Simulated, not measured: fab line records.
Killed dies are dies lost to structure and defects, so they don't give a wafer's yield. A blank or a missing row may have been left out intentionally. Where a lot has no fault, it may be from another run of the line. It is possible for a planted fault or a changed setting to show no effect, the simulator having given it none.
Matching of chambers || flow n5 finfet || rie diel-01 running N5_GATE_CUT_STRIP_59: 4 sister chambers
The step strips in N2/H2, time 20 s. 4 wafers are shown with their chamber, then 8 later ones without.

WAFERS, EACH WITH ITS CHAMBER
{"wafer": "L082.6", "chamber": 1, "showerhead plenum p Torr (Torr)": 3.43}
{"wafer": "L087.2", "chamber": 2, "showerhead plenum p Torr (Torr)": 3.51}
{"wafer": "L087.3", "chamber": 0, "showerhead plenum p Torr (Torr)": 3.36}
{"wafer": "L089.1", "chamber": 3, "showerhead plenum p Torr (Torr)": 3.43}

WAFERS WHOSE CHAMBER IS MISSING
{"wafer": "L089.3", "showerhead plenum p Torr (Torr)": 3.50}
{"wafer": "L089.4", "showerhead plenum p Torr (Torr)": 3.43}
{"wafer": "L090.2", "showerhead plenum p Torr (Torr)": 3.50}
{"wafer": "L090.3", "showerhead plenum p Torr (Torr)": 3.43}
{"wafer": "L090.5", "showerhead plenum p Torr (Torr)": 3.50}
{"wafer": "L096.2", "showerhead plenum p Torr (Torr)": 3.49}
{"wafer": "L096.3", "showerhead plenum p Torr (Torr)": 3.42}
{"wafer": "L096.5", "showerhead plenum p Torr (Torr)": 3.35}

WHICH CHAMBER EACH ONE RAN IN
{"wafer": "L089.3", "from the rows above": 2, "in truth": 2}
{"wafer": "L089.4", "from the rows above": "can't be placed: 1 or 3", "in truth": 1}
{"wafer": "L090.2", "from the rows above": 2, "in truth": 2}
{"wafer": "L090.3", "from the rows above": "can't be placed: 1 or 3", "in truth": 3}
{"wafer": "L090.5", "from the rows above": 2, "in truth": 2}
{"wafer": "L096.2", "from the rows above": 2, "in truth": 2}
{"wafer": "L096.3", "from the rows above": "can't be placed: 1 or 3", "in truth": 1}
{"wafer": "L096.5", "from the rows above": 0, "in truth": 0}
Correctly placed: 5 of 8. These rows do not allow placing 3 (true chamber among the candidates in 3). Number placed wrongly: 0.
How it was worked out, from the rows above alone: a wafer's distance from a chamber is the root of the sum, over the readings, of the square of ((its reading less the chamber's mean) divided by the reading's scatter). If the next closest chamber is less than 2 further off than the closest, the wafer can't be placed; otherwise it belongs to the closest. For every chamber, the mean is computed from those of its wafers that are shown. The scatter: with one shown wafer a chamber, the root of the mean of the squares of how far each hidden wafer lies from its nearest shown one.
